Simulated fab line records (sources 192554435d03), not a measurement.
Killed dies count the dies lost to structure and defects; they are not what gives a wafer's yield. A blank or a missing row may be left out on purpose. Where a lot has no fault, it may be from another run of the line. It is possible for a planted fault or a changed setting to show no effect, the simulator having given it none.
Split-lot trial :: flow n5 finfet :: 21 wafers read from 7 lots, route of 1938 steps

== SPLIT DETAILS ==
At N5_MOL_CONTACT_COAG_COAT_103 (time 60 s, resist thk 80 nm), the setting spin rpm was moved away from the recipe's 1500 rpm on 8 of the 21 wafers read, by -8.8% to +9.6%. For the rest of the wafers, this setting stayed at what the recipe calls for.

== FROM THE SPLIT TO THE READING: what the file shows between them, 12 steps ==
- N5_MOL_CONTACT_COAG_EXPOSE_05: exposes mask CA, defocus 0 nm (also split here: dose mj)
- N5_MOL_CONTACT_COAG_PEB_06: peb time 60 s
- N5_MOL_CONTACT_COAG_DEVELOP_07: develop time 30 s
- N5_MOL_CONTACT_COAG_CD_MEAS_08: target cd 28 nm
- N5_MOL_CONTACT_COAG_DESCUM_13: chemistry O2, time 7 s
- N5_MOL_CONTACT_COAG_ETCH_59: etches underlayer in N2/H2, target depth 13 nm, time 10.4 s
- N5_MOL_CONTACT_COAG_ETCH_105: etches SiARC in CF4, target depth 15.6 nm, time 26 s
- N5_MOL_CONTACT_COAG_ETCH_106: etches SOC in N2/H2, target depth 80 nm, overetch 16 nm, time 120 s
- N5_MOL_CONTACT_COAG_STRIP_107: strips in N2/H2
- N5_MOL_CONTACT_COAG_STRIP_108: strips in N2/H2
- N5_MOL_CONTACT_COAG_CONTACT_ETCH_14: etches SiO2 in C4F6/O2, target depth 27.5 nm, overetch 8.5 nm, time 20 s
- N5_MOL_CONTACT_COAG_STRIP_109: strips in C4F6/O2

== THE READING ==
SOC_of_MOL_CONTACT_COAG_COAT_103.thk nm (the simulator's own value, which no gauge read), in nm, at N5_MOL_CONTACT_COAG_ETCH_15 (etches SiNx in CH3F/O2, stops on Si:P, target depth 7 nm). The file does not state a usual value for it. The 13 wafers here that ran the recipe average 75.2 nm, standard deviation 0.25 nm.

wafer: L075.1
tool, chamber at the split: litho track-01, 0
spin rpm as run, rpm: 1500
against the recipe: recipe
SOC_of_MOL_CONTACT_COAG_COAT_103.thk nm, nm: 75.2
against lot-mates on the recipe: -

wafer: L075.3
tool, chamber at the split: litho track-01, 0
spin rpm as run, rpm: 1644
against the recipe: +9.6%
SOC_of_MOL_CONTACT_COAG_COAT_103.thk nm, nm: 72
against lot-mates on the recipe: -3.2

wafer: L075.6
tool, chamber at the split: litho track-01, 0
spin rpm as run, rpm: 1644
against the recipe: +9.6%
SOC_of_MOL_CONTACT_COAG_COAT_103.thk nm, nm: 72.2
against lot-mates on the recipe: -3.0

wafer: L076.2
tool, chamber at the split: litho track-03, 0
spin rpm as run, rpm: 1500
against the recipe: recipe
SOC_of_MOL_CONTACT_COAG_COAT_103.thk nm, nm: 74.8
against lot-mates on the recipe: -

wafer: L076.4
tool, chamber at the split: litho track-03, 0
spin rpm as run, rpm: 1500
against the recipe: recipe
SOC_of_MOL_CONTACT_COAG_COAT_103.thk nm, nm: 74.8
against lot-mates on the recipe: -

wafer: L076.6
tool, chamber at the split: litho track-03, 0
spin rpm as run, rpm: 1396
against the recipe: -6.9%
SOC_of_MOL_CONTACT_COAG_COAT_103.thk nm, nm: 77.8
against lot-mates on the recipe: +3.0

wafer: L084.2
tool, chamber at the split: litho track-01, 0
spin rpm as run, rpm: 1500
against the recipe: recipe
SOC_of_MOL_CONTACT_COAG_COAT_103.thk nm, nm: 75
against lot-mates on the recipe: -

wafer: L084.5
tool, chamber at the split: litho track-01, 0
spin rpm as run, rpm: 1500
against the recipe: recipe
SOC_of_MOL_CONTACT_COAG_COAT_103.thk nm, nm: 75.2
against lot-mates on the recipe: -

wafer: L084.6
tool, chamber at the split: litho track-01, 0
spin rpm as run, rpm: 1500
against the recipe: recipe
SOC_of_MOL_CONTACT_COAG_COAT_103.thk nm, nm: 75.4
against lot-mates on the recipe: -

wafer: L085.2
tool, chamber at the split: litho track-03, 0
spin rpm as run, rpm: 1500
against the recipe: recipe
SOC_of_MOL_CONTACT_COAG_COAT_103.thk nm, nm: 75
against lot-mates on the recipe: -

wafer: L085.4
tool, chamber at the split: litho track-03, 0
spin rpm as run, rpm: 1368
against the recipe: -8.8%
SOC_of_MOL_CONTACT_COAG_COAT_103.thk nm, nm: 78.6
against lot-mates on the recipe: +3.6

wafer: L085.6
tool, chamber at the split: litho track-03, 0
spin rpm as run, rpm: 1368
against the recipe: -8.8%
SOC_of_MOL_CONTACT_COAG_COAT_103.thk nm, nm: 78.8
against lot-mates on the recipe: +3.8

wafer: L089.3
tool, chamber at the split: litho track-01, 0
spin rpm as run, rpm: 1500
against the recipe: recipe
SOC_of_MOL_CONTACT_COAG_COAT_103.thk nm, nm: 75.6
against lot-mates on the recipe: -

wafer: L089.5
tool, chamber at the split: litho track-01, 0
spin rpm as run, rpm: 1500
against the recipe: recipe
SOC_of_MOL_CONTACT_COAG_COAT_103.thk nm, nm: 75.6
against lot-mates on the recipe: -

wafer: L089.6
tool, chamber at the split: litho track-01, 0
spin rpm as run, rpm: 1500
against the recipe: recipe
SOC_of_MOL_CONTACT_COAG_COAT_103.thk nm, nm: 75.4
against lot-mates on the recipe: -

wafer: L091.2
tool, chamber at the split: litho track-01, 0
spin rpm as run, rpm: 1641
against the recipe: +9.4%
SOC_of_MOL_CONTACT_COAG_COAT_103.thk nm, nm: 71.8
against lot-mates on the recipe: -3.4

wafer: L091.4
tool, chamber at the split: litho track-01, 0
spin rpm as run, rpm: 1500
against the recipe: recipe
SOC_of_MOL_CONTACT_COAG_COAT_103.thk nm, nm: 75.2
against lot-mates on the recipe: -

wafer: L091.6
tool, chamber at the split: litho track-01, 0
spin rpm as run, rpm: 1641
against the recipe: +9.4%
SOC_of_MOL_CONTACT_COAG_COAT_103.thk nm, nm: 71.4
against lot-mates on the recipe: -3.8

wafer: L097.1
tool, chamber at the split: litho track-03, 0
spin rpm as run, rpm: 1500
against the recipe: recipe
SOC_of_MOL_CONTACT_COAG_COAT_103.thk nm, nm: 75.4
against lot-mates on the recipe: -

wafer: L097.3
tool, chamber at the split: litho track-03, 0
spin rpm as run, rpm: 1500
against the recipe: recipe
SOC_of_MOL_CONTACT_COAG_COAT_103.thk nm, nm: 75.2
against lot-mates on the recipe: -

wafer: L097.5
tool, chamber at the split: litho track-03, 0
spin rpm as run, rpm: 1388
against the recipe: -7.5%
SOC_of_MOL_CONTACT_COAG_COAT_103.thk nm, nm: 78
against lot-mates on the recipe: +2.7

THE FIT
A straight line over all 21 wafers: SOC_of_MOL_CONTACT_COAG_COAT_103.thk nm changes by -0.368 nm for each +1% of spin rpm; r = -0.99; the points scatter about the line by 0.27 nm.
The same after taking each lot's own level away (the mean of its wafers on the recipe; 21 wafers): -0.377 nm for each +1%; r = -0.99; scatter 0.24 nm.
Per that fit: largest spin rpm move, reading shift of 3.6 nm.
Measured against the standard deviation above, the lots' own levels, which go from 74.80 to 75.53 nm, span 2.9 times it.
Hence the lot-to-lot level has little effect on the slope; both slopes agree.
Check: -3.6 nm against its lot-mates is what the line predicts for one of the wafers moved furthest among these (+9.6%) when that wafer is left out of the fit. It came out at -3.2 nm against them.

== THE OTHER SPLITS THESE WAFERS WENT THROUGH ==
These wafers also went through other splits before the reading. Each is held against what the fit with the lots' levels taken away leaves over:
other split on the same wafers: N5_SD_EPI_N_DESCUM_14 time s
wafers away from the commonest value: 5
r with SOC_of_MOL_CONTACT_COAG_COAT_103.thk nm (lot level and that fit taken away): -0.64

other split on the same wafers: N5_HKMG_FIN_ETCH_54 source w
wafers away from the commonest value: 5
r with SOC_of_MOL_CONTACT_COAG_COAT_103.thk nm (lot level and that fit taken away): -0.12

other split on the same wafers: N5_HKMG_FIN_ETCH_58 bias w
wafers away from the commonest value: 9
r with SOC_of_MOL_CONTACT_COAG_COAT_103.thk nm (lot level and that fit taken away): -0.10

other split on the same wafers: N5_HKMG_FIN_ETCH_35 bias w
wafers away from the commonest value: 6
r with SOC_of_MOL_CONTACT_COAG_COAT_103.thk nm (lot level and that fit taken away): +0.50

other split on the same wafers: N5_MOL_CONTACT_COAG_EXPOSE_05 dose mj
wafers away from the commonest value: 5
r with SOC_of_MOL_CONTACT_COAG_COAT_103.thk nm (lot level and that fit taken away): +0.25

== THE WHOLE CHAIN: every reading that the file lists as answering this split, in the file's order ==
step: N5_MOL_CONTACT_COAG_COAT_103
what it does: time 60 s, resist thk 80 nm
reading: SOC_of_MOL_CONTACT_COAG_COAT_103.thk nm (the simulator's own value, which no gauge read)
change (the file's fit): -0.394 nm for each +1% of the setting
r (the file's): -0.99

step: N5_MOL_CONTACT_COAG_ETCH_106
what it does: etches SOC in N2/H2, target depth 80 nm, overetch 16 nm, time 120 s
reading: etch.depth nm (the simulator's own value, which no gauge read)
change (the file's fit): -0.391 nm for each +1% of the setting
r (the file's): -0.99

step: N5_MOL_CONTACT_COAG_ETCH_15
what it does: etches SiNx in CH3F/O2, stops on Si:P, target depth 7 nm
reading: SOC_of_MOL_CONTACT_COAG_COAT_103.thk nm (the simulator's own value, which no gauge read)
change (the file's fit): -0.379 nm for each +1% of the setting
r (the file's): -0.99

== FILE'S OWN FIT ==
SOC_of_MOL_CONTACT_COAG_COAT_103.thk nm changes by -0.379 nm for each +1% of spin rpm, r = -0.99.
